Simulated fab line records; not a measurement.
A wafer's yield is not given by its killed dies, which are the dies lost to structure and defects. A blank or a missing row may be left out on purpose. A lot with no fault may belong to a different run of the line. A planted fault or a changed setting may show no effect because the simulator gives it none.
Matching of chambers || flow n5Finfet || aldMetal-01 running N5_BEOL_M0_ALD_136: 4 sister chambers
The step deposits TaN, pulse time 2 s, purge time 3 s, co reactant purge time 2 s. 8 wafers are shown with their chamber, then 7 later ones without.

## WAFERS PAIRED WITH THEIR CHAMBERS
{"wafer": "L086.1", "chamber": 2, "heaterPowerW (W)": 434}
{"wafer": "L086.3", "chamber": 3, "heaterPowerW (W)": 348}
{"wafer": "L086.5", "chamber": 1, "heaterPowerW (W)": 534}
{"wafer": "L084.2", "chamber": 2, "heaterPowerW (W)": 441}
{"wafer": "L084.5", "chamber": 3, "heaterPowerW (W)": 353}
{"wafer": "L084.6", "chamber": 0, "heaterPowerW (W)": 447}
{"wafer": "L087.2", "chamber": 1, "heaterPowerW (W)": 524}
{"wafer": "L087.4", "chamber": 0, "heaterPowerW (W)": 452}

## WAFERS MISSING THEIR CHAMBER
{"wafer": "L087.5", "heaterPowerW (W)": 533}
{"wafer": "L094.1", "heaterPowerW (W)": 536}
{"wafer": "L094.4", "heaterPowerW (W)": 438}
{"wafer": "L094.5", "heaterPowerW (W)": 450}
{"wafer": "L097.1", "heaterPowerW (W)": 526}
{"wafer": "L097.3", "heaterPowerW (W)": 440}
{"wafer": "L097.5", "heaterPowerW (W)": 528}

## WHICH CHAMBER EACH ONE RAN IN
{"wafer": "L087.5", "from the rows above": 1, "in truth": 1}
{"wafer": "L094.1", "from the rows above": 1, "in truth": 1}
{"wafer": "L094.4", "from the rows above": 2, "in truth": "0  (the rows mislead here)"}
{"wafer": "L094.5", "from the rows above": 0, "in truth": 0}
{"wafer": "L097.1", "from the rows above": 1, "in truth": 1}
{"wafer": "L097.3", "from the rows above": "can't be placed: 2 or 0", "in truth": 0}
{"wafer": "L097.5", "from the rows above": 1, "in truth": 1}
Correctly placed: 5 of 7. Cannot be placed on the basis of these rows: 1; the candidates contain the true chamber in 1. 1 placed wrongly.
How it was worked out, from the rows above alone: a wafer's distance from a chamber is the root of the sum, over the readings, of the square of ((its reading less the chamber's mean) divided by the reading's scatter). If the next closest chamber is less than 2 further off than the closest, the wafer can't be placed; otherwise it belongs to the closest. For every chamber, the mean is computed from those of its wafers that are shown. The scatter is the square root of a quotient: the sum, over the shown wafers, of each reading's squared deviation from its chamber's mean, divided by wafers minus chambers.
